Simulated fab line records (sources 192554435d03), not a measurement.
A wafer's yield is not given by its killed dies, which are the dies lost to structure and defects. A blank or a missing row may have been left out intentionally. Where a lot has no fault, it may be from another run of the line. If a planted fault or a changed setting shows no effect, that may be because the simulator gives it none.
What tool caused it?	flow n5-finfet	Sampling: 20 lots, 60 wafers, 6 of 1938 route steps

WHAT EACH GAUGE READ, for each wafer
The record holds no reading of a measuring or inspecting step that can be judged against a usual standard deviation.

TOOL THAT RAN EACH LOT (tool first, then ch and the chambers of the sampled wafers, then the start)
lot	N5_BEOL_M0_SAQP_MANDREL1_REMOVE_100	N5_BEOL_M0_SAQP_ETCH_102	N5_BEOL_M0_SAQP_ETCH_107	N5_BEOL_M0_SAQP_ALD_48	N5_BEOL_M0_CUTY_ETCH_62	N5_BEOL_M0_DEGAS_112
L074	rie-si-03 ch 0,2,3, day 5 12:56	rie-si-06 ch 0,2,3, day 5 13:12	rie-diel-04 ch 0,3, day 5 13:49	ald-sin-02 ch 1,2,3, day 5 15:35	rie-diel-06 ch 0,3, day 5 16:43	pvd-sputter-02, day 5 23:34
L075	rie-si-05 ch 0,1,3, day 5 21:59	rie-si-03 ch 0,3, day 5 22:14	rie-diel-04 ch 0,3, day 5 22:52	ald-sin-03 ch 1,2, day 6 00:35	rie-diel-02 ch 0,1,2, day 6 01:43	pvd-sputter-03, day 6 03:20
L076	rie-si-06 ch 0,2,3, day 6 00:41	rie-si-05 ch 0,1,3, day 6 00:57	rie-diel-03 ch 0,1,3, day 6 01:42	ald-sin-03 ch 0,1,2, day 6 04:02	rie-diel-05 ch 1,2,3, day 6 05:32	pvd-sputter-03, day 6 09:59
L078	rie-si-05 ch 0,1,2, day 6 11:29	rie-si-06 ch 0,2,3, day 6 11:45	rie-diel-01 ch 1,2,3, day 6 12:22	ald-sin-01 ch 0,1,2, day 6 14:16	rie-diel-06 ch 0,1,2, day 6 15:17	pvd-sputter-01, day 6 19:56
L077	rie-si-05 ch 2,3, day 6 15:07	rie-si-03 ch 0,2, day 6 15:23	rie-diel-01 ch 0,1, day 6 16:01	ald-sin-02 ch 2,3, day 6 18:49	rie-diel-05 ch 0,1,3, day 6 19:58	pvd-sputter-02, day 7 01:49
L079	rie-si-03 ch 1,2, day 6 18:44	rie-si-05 ch 1,3, day 6 18:59	rie-diel-03 ch 0,1, day 6 19:37	ald-sin-03 ch 0,2,3, day 6 21:19	rie-diel-06 ch 0,1,3, day 6 23:01	pvd-sputter-03, day 7 05:19
L080	rie-si-03 ch 0,1,3, day 7 04:17	rie-si-05 ch 0,3, day 7 04:33	rie-diel-01 ch 0,3, day 7 05:11	ald-sin-03 ch 0,1, day 7 07:29	rie-diel-06 ch 1,2,3, day 7 08:40	pvd-sputter-01, day 7 11:58
L082	rie-si-06 ch 2,3, day 7 17:55	rie-si-03 ch 1,2,3, day 7 18:11	rie-diel-04 ch 0,1,2, day 7 18:48	ald-sin-01 ch 0,1,2, day 7 20:38	rie-diel-02 ch 0,3, day 7 21:50	pvd-sputter-01, day 8 01:58
L084	rie-si-03 ch 1,2,3, day 8 00:04	rie-si-06 ch 0,1, day 8 00:21	rie-diel-03 ch 0,1, day 8 00:58	ald-sin-01 ch 0,1,3, day 8 03:22	rie-diel-06 ch 1,2, day 8 04:23	pvd-sputter-02, day 8 11:38
L085	rie-si-06 ch 0,2,3, day 8 07:10	rie-si-05 ch 0,1,3, day 8 07:26	rie-diel-04 ch 0,1,3, day 8 08:03	ald-sin-01 ch 1,3, day 8 09:46	rie-diel-02 ch 1,2, day 8 11:11	pvd-sputter-03, day 8 18:49
L087	rie-si-06 ch 0,2,3, day 8 20:39	rie-si-05 ch 0,1, day 8 20:55	rie-diel-04 ch 2,3, day 8 21:32	ald-sin-02 ch 0,1,2, day 8 23:30	rie-diel-02 ch 2,3, day 9 00:38	pvd-sputter-02, day 9 02:50
L086	rie-si-03 ch 0,2, day 8 21:06	rie-si-06 ch 0,3, day 8 21:22	rie-diel-03 ch 0,1,3, day 8 22:01	ald-sin-03 ch 2,3, day 9 00:11	rie-diel-06 ch 0,2, day 9 01:27	pvd-sputter-02, day 9 06:23
L090	rie-si-06 ch 0,1,2, day 9 18:44	rie-si-05 ch 0,2,3, day 9 18:59	rie-diel-03 ch 0,1,3, day 9 19:38	ald-sin-01 ch 1,2, day 9 21:28	rie-diel-02 ch 0,3, day 9 22:30	pvd-sputter-03, day 10 02:25
L091	rie-si-05 ch 0,2,3, day 9 21:08	rie-si-03 ch 0,3, day 9 21:23	rie-diel-04 ch 1,2,3, day 9 22:01	ald-sin-01 ch 1,2,3, day 9 23:46	rie-diel-02 ch 0,1, day 10 01:19	pvd-sputter-02, day 10 02:48
L092	rie-si-06 ch 1,2,3, day 9 23:52	rie-si-03 ch 0,2,3, day 10 00:07	rie-diel-01 ch 0,1,3, day 10 00:46	ald-sin-01 ch 0,1,3, day 10 02:57	rie-diel-05 ch 0,1,2, day 10 03:58	pvd-sputter-02, day 10 06:01
L093	rie-si-05 ch 1,2, day 10 08:01	rie-si-06 ch 0,3, day 10 08:22	rie-diel-04 ch 0,2,3, day 10 09:03	ald-sin-02 ch 0,2, day 10 10:50	rie-diel-05 ch 1,2,3, day 10 12:01	pvd-sputter-02, day 10 15:41
L094	rie-si-05 ch 0,2,3, day 10 12:05	rie-si-06 ch 0,3, day 10 12:23	rie-diel-03 ch 0,2, day 10 13:01	ald-sin-03 ch 0,1,3, day 10 14:44	rie-diel-02 ch 1,2,3, day 10 16:31	pvd-sputter-01, day 10 21:29
L095	rie-si-03 ch 0,1,2, day 10 14:44	rie-si-05 ch 0,1, day 10 14:59	rie-diel-03 ch 1,3, day 10 15:45	ald-sin-01 ch 0,1,2, day 10 17:28	rie-diel-05 ch 0,2,3, day 10 18:47	pvd-sputter-03, day 10 22:17
L096	rie-si-03 ch 0,1,2, day 11 01:10	rie-si-06 ch 0,1,2, day 11 01:25	rie-diel-01 ch 0,1,2, day 11 02:02	ald-sin-03 ch 0,1,3, day 11 04:36	rie-diel-06 ch 0,1,2, day 11 06:17	pvd-sputter-01, day 11 12:50
L097	rie-si-03 ch 0,2, day 11 14:27	rie-si-06 ch 1,2,3, day 11 14:43	rie-diel-01 ch 2,3, day 11 15:42	ald-sin-01 ch 1,2, day 11 19:08	rie-diel-05 ch 1,2,3, day 11 20:17	pvd-sputter-01, day 11 23:10
- N5_BEOL_M0_SAQP_MANDREL1_REMOVE_100: chemistry HBr/Cl2/O2, target a-Si, stops on SiNx, bt time 10 s.
- N5_BEOL_M0_SAQP_ETCH_102: etches SiO2 in CF4, target depth 4 nm, time 4.4 s.
- N5_BEOL_M0_SAQP_ETCH_107: etches SiNx in CH3F/O2, target depth 30 nm.
- N5_BEOL_M0_SAQP_ALD_48: deposits SiO2, target thk 20 nm, pulse time 1 s, co reactant pulse time 1 s.
- N5_BEOL_M0_CUTY_ETCH_62: etches SiARC in CF4, time 58.5 s.
- N5_BEOL_M0_DEGAS_112: time 60 s.

WHAT THE TOOLS THEMSELVES READ (means of the sampled wafers that have a number; where no wafer has one, the mark that the record gives instead)
N5_BEOL_M0_SAQP_MANDREL1_REMOVE_100. Usual: O2_flow_sccm 4.998 sccm, standard deviation 0.014; bias-w 29.99 W, standard deviation 0.083; drypump-motor-current-A 5.8 A, standard deviation 0.54; mfc-cl2-sccm 79.98 sccm, standard deviation 0.26; oes-product-au 1.004 a.u., standard deviation 0.022; throttle-valve-pct 36.65 %, standard deviation 0.29.
lot	tool	O2_flow_sccm (sccm)	bias-w (W)	drypump-motor-current-A (A)	mfc-cl2-sccm (sccm)	oes-product-au (a.u.)	throttle-valve-pct (%)	flag
L074	rie-si-03	4.998	30.11	5.6	80.06	0.990	36.80	
L075	rie-si-05	4.994	29.90	5.9	80.18	1.017	36.45	
L076	rie-si-06	4.988	30.03	5.7	80.14	1.010	36.52	
L078	rie-si-05	4.994	29.95	5.8	80.09	1.016	36.72	
L077	rie-si-05	4.982	29.95	5.4	79.97	0.988	36.86	
L079	rie-si-03	5.004	29.94	6.1	80.17	0.986	36.57	
L080	rie-si-03	5.005	30.08	5.9	79.89	0.996	36.88	
L082	rie-si-06	5.010	30.05	6.1	79.86	0.995	36.54	
L084	rie-si-03	5.001	29.95	6.1	79.96	1.001	36.61	
L085	rie-si-06	4.999	29.98	5.6	80.12	1.015	36.51	
L087	rie-si-06	5.021	29.94	5.6	79.72	1.012	36.51	
L086	rie-si-03	5.016	30.00	5.3	79.80	0.978	36.94	
L090	rie-si-06	5.001	30.09	5.6	80.16	1.008	36.46	
L091	rie-si-05	4.989	29.99	5.8	79.93	1.006	36.70	
L092	rie-si-06	5.005	29.92	6.0	79.97	0.999	36.49	
L093	rie-si-05	4.979	30.07	5.5	79.92	1.024	36.63	
L094	rie-si-05	4.997	29.95	5.8	79.86	1.008	36.69	
L095	rie-si-03	5.002	30.03	5.7	79.78	0.980	36.76	
L096	rie-si-03	4.980	30.07	5.7	80.29	0.986	36.76	
L097	rie-si-03	4.985	29.97	5.3	80.03	0.986	36.96	

N5_BEOL_M0_SAQP_ETCH_102. Usual: bias-w 400.1 W, standard deviation 1.3; drypump-motor-current-A 5.8 A, standard deviation 0.51; oes-product-au 1.003 a.u., standard deviation 0.017; throttle-valve-pct 21.76 %, standard deviation 0.17.
lot	tool	bias-w (W)	drypump-motor-current-A (A)	oes-product-au (a.u.)	throttle-valve-pct (%)	flag
L074	rie-si-06	399.6	5.7	1.006	21.72	
L075	rie-si-03	399.9	5.4	0.984	22.01	
L076	rie-si-05	400.9	5.9	1.009	21.63	
L078	rie-si-06	399.7	5.7	1.001	21.72	
L077	rie-si-03	399.7	5.4	0.981	21.74	
L079	rie-si-05	400.4	5.6	1.023	21.61	
L080	rie-si-05	399.5	6.3	1.016	21.66	
L082	rie-si-03	399.3	6.1	0.994	21.78	
L084	rie-si-06	401.3	5.7	1.006	21.69	
L085	rie-si-05	400.5	5.9	1.019	21.65	
L087	rie-si-05	401.1	6.3	1.027	21.72	
L086	rie-si-06	401.4	5.9	1.013	21.76	
L090	rie-si-05	399.8	5.8	1.005	21.76	
L091	rie-si-03	399.9	5.8	0.992	22.02	
L092	rie-si-03	400.8	5.6	0.989	21.88	
L093	rie-si-06	400.0	5.9	1.005	21.75	
L094	rie-si-06	399.3	5.9	1.012	21.77	
L095	rie-si-05	398.7	6.0	1.030	21.70	
L096	rie-si-06	399.7	5.6	1.011	21.70	
L097	rie-si-06	399.6	6.0	1.006	21.68	

N5_BEOL_M0_SAQP_ETCH_107. Usual: O2_flow_sccm 19.99 sccm, standard deviation 0.063; bias-w 72.98 W, standard deviation 0.21; drypump-motor-current-A 5.8 A, standard deviation 0.5; oes_ar_750_au 0.76 a.u., standard deviation 0.064; oes-product-au 0.76 a.u., standard deviation 0.067; rf-vpp-V 299 V, standard deviation 4.4; showerhead-plenum-p-Torr 2.01 Torr, standard deviation 0.066; throttle-valve-pct 16.48 %, standard deviation 0.22.
lot	tool	O2_flow_sccm (sccm)	bias-w (W)	drypump-motor-current-A (A)	oes_ar_750_au (a.u.)	oes-product-au (a.u.)	rf-vpp-V (V)	showerhead-plenum-p-Torr (Torr)	throttle-valve-pct (%)	flag
L074	rie-diel-04	19.94	72.94	5.9	0.73	0.73	303	2.03	16.46	
L075	rie-diel-04	20.00	73.12	5.9	0.72	0.73	303	2.06	16.39	
L076	rie-diel-03	20.01	72.87	5.8	0.79	0.79	300	2.02	16.48	
L078	rie-diel-01	19.96	73.06	6.0	0.76	0.75	295	2.03	16.41	
L077	rie-diel-01	20.10	73.06	6.2	0.69	0.69	301	1.95	16.41	
L079	rie-diel-03	19.96	73.15	5.4	0.74	0.73	298	2.03	16.66	
L080	rie-diel-01	19.95	73.00	6.2	0.74	0.74	301	2.04	16.22	
L082	rie-diel-04	19.99	73.00	5.7	0.73	0.72	300	1.99	16.53	
L084	rie-diel-03	20.04	73.27	5.7	0.73	0.72	302	2.05	16.61	
L085	rie-diel-04	20.01	73.00	6.0	0.74	0.74	301	2.00	16.51	
L087	rie-diel-04	19.97	73.26	5.5	0.90	0.90	300	1.99	16.30	
L086	rie-diel-03	19.94	72.92	5.8	0.78	0.77	299	2.01	16.51	
L090	rie-diel-03	19.99	72.79	5.8	0.77	0.77	299	2.01	16.52	
L091	rie-diel-04	19.99	73.02	5.7	0.82	0.82	299	1.96	16.47	
L092	rie-diel-01	20.01	72.89	6.2	0.79	0.80	300	1.98	16.21	
L093	rie-diel-04	20.02	73.06	5.7	0.78	0.79	301	2.01	16.37	
L094	rie-diel-03	20.01	72.94	4.9	0.74	0.73	294	2.03	16.76	
L095	rie-diel-03	20.01	73.03	6.2	0.76	0.76	304	2.03	16.48	
L096	rie-diel-01	20.00	72.87	6.1	0.78	0.78	298	1.98	16.38	
L097	rie-diel-01	20.04	72.93	5.9	0.76	0.74	293	2.08	16.48	

N5_BEOL_M0_SAQP_ALD_48. Usual: heater-power-outer-w 41 W, standard deviation 3.6; heater-power-w 78 W, standard deviation 5.7; precursor-pulse-height-rel 1.000, standard deviation 0.019.
lot	tool	heater-power-outer-w (W)	heater-power-w (W)	precursor-pulse-height-rel	flag
L074	ald-sin-02	48	88	0.993	
L075	ald-sin-03	41	77	0.994	
L076	ald-sin-03	37	75	1.008	
L078	ald-sin-01	40	75	1.000	
L077	ald-sin-02	49	89	0.994	
L079	ald-sin-03	38	76	1.012	
L080	ald-sin-03	40	77	1.021	
L082	ald-sin-01	41	76	0.985	
L084	ald-sin-01	40	77	1.022	
L085	ald-sin-01	40	76	0.967	
L087	ald-sin-02	43	81	0.985	
L086	ald-sin-03	38	75	1.023	
L090	ald-sin-01	41	76	0.989	
L091	ald-sin-01	41	78	0.992	
L092	ald-sin-01	40	76	1.007	
L093	ald-sin-02	42	76	1.008	
L094	ald-sin-03	42	78	0.997	
L095	ald-sin-01	40	76	0.996	
L096	ald-sin-03	41	80	0.977	
L097	ald-sin-01	40	76	1.009	

N5_BEOL_M0_CUTY_ETCH_62. Usual: value, then standard deviation, for each; bias-w 36.02 W / 0.097; drypump-motor-current-A 5.7 A / 0.44; etch-rf-on-time-s 58.5 s / 1.5; oes-product-au 0.67 a.u. / 0.081; rf-vpp-V 184.2 V / 0.99; showerhead-plenum-p-Torr 2.16 Torr / 0.043; throttle-valve-pct 15.63 % / 0.2.
lot	tool	bias-w (W)	drypump-motor-current-A (A)	etch-rf-on-time-s (s)	oes-product-au (a.u.)	rf-vpp-V (V)	showerhead-plenum-p-Torr (Torr)	throttle-valve-pct (%)	flag
L074	rie-diel-06	36.09	5.8	58.3	0.69	183.8	2.15	15.57	
L075	rie-diel-02	36.04	5.3	59.4	0.65	184.4	2.17	15.69	
L076	rie-diel-05	36.12	5.4	57.5	0.68	184.6	2.15	15.58	
L078	rie-diel-06	36.01	6.0	58.0	0.72	185.1	2.17	15.54	
L077	rie-diel-05	35.92	5.7	57.8	0.68	184.0	2.14	15.61	
L079	rie-diel-06	36.05	5.8	57.6	0.73	183.3	2.16	15.50	
L080	rie-diel-06	36.03	5.9	58.9	0.66	183.9	2.15	15.60	
L082	rie-diel-02	36.07	5.6	58.0	0.67	184.9	2.22	15.80	
L084	rie-diel-06	35.99	6.1	58.9	0.65	184.1	2.15	15.67	
L085	rie-diel-02	36.10	5.5	59.6	0.68	184.1	2.15	15.57	
L087	rie-diel-02	36.04	6.1	57.7	0.77	185.6	2.24	15.47	
L086	rie-diel-06	36.05	6.1	58.4	0.65	184.5	2.15	15.69	
L090	rie-diel-02	35.93	6.0	57.1	0.71	184.4	2.24	15.65	
L091	rie-diel-02	35.91	5.1	58.9	0.59	183.5	2.17	15.91	
L092	rie-diel-05	36.00	5.7	59.2	0.60	182.7	2.12	15.80	
L093	rie-diel-05	36.01	5.4	58.5	0.64	184.3	2.14	15.65	
L094	rie-diel-02	36.04	5.7	59.0	0.68	185.1	2.18	15.58	
L095	rie-diel-05	36.00	5.7	59.0	0.64	184.4	2.14	15.65	
L096	rie-diel-06	36.02	5.9	58.9	0.67	184.4	2.16	15.60	
L097	rie-diel-05	36.02	5.4	59.0	0.63	184.0	2.13	15.68	

N5_BEOL_M0_DEGAS_112. Usual: 343 W for heater-power-w, sd 40.
lot	tool	heater-power-w (W)	flag
L074	pvd-sputter-02	334	
L075	pvd-sputter-03	340	
L076	pvd-sputter-03	338	
L078	pvd-sputter-01	356	
L077	pvd-sputter-02	327	
L079	pvd-sputter-03	318	
L080	pvd-sputter-01	367	
L082	pvd-sputter-01	349	
L084	pvd-sputter-02	330	
L085	pvd-sputter-03	342	
L087	pvd-sputter-02	333	
L086	pvd-sputter-02	295	
L090	pvd-sputter-03	310	
L091	pvd-sputter-02	349	
L092	pvd-sputter-02	335	
L093	pvd-sputter-02	347	
L094	pvd-sputter-01	360	
L095	pvd-sputter-03	319	
L096	pvd-sputter-01	350	
L097	pvd-sputter-01	359	

THE ANSWER, worked out from the rows above alone
Rule: a lot counts as off when the mean over its wafers that have a number is more than 3 standard deviations away from the usual mean. Also off: a lot with no number at a reading for which 4 or more lots have one. Where the step has rows for the other lots, those lots are counted as sound. The gauges are gone through in route order, then the tools' own readings, and for those a lot's mean is taken as printed above. At the first step where some lot is off, the reading lying furthest off is the one used; lots without a number count as furthest.
None of the lots is off at any reading shown; this tells nothing.

WHAT HAD BEEN PUT IN BY THE SIMULATOR
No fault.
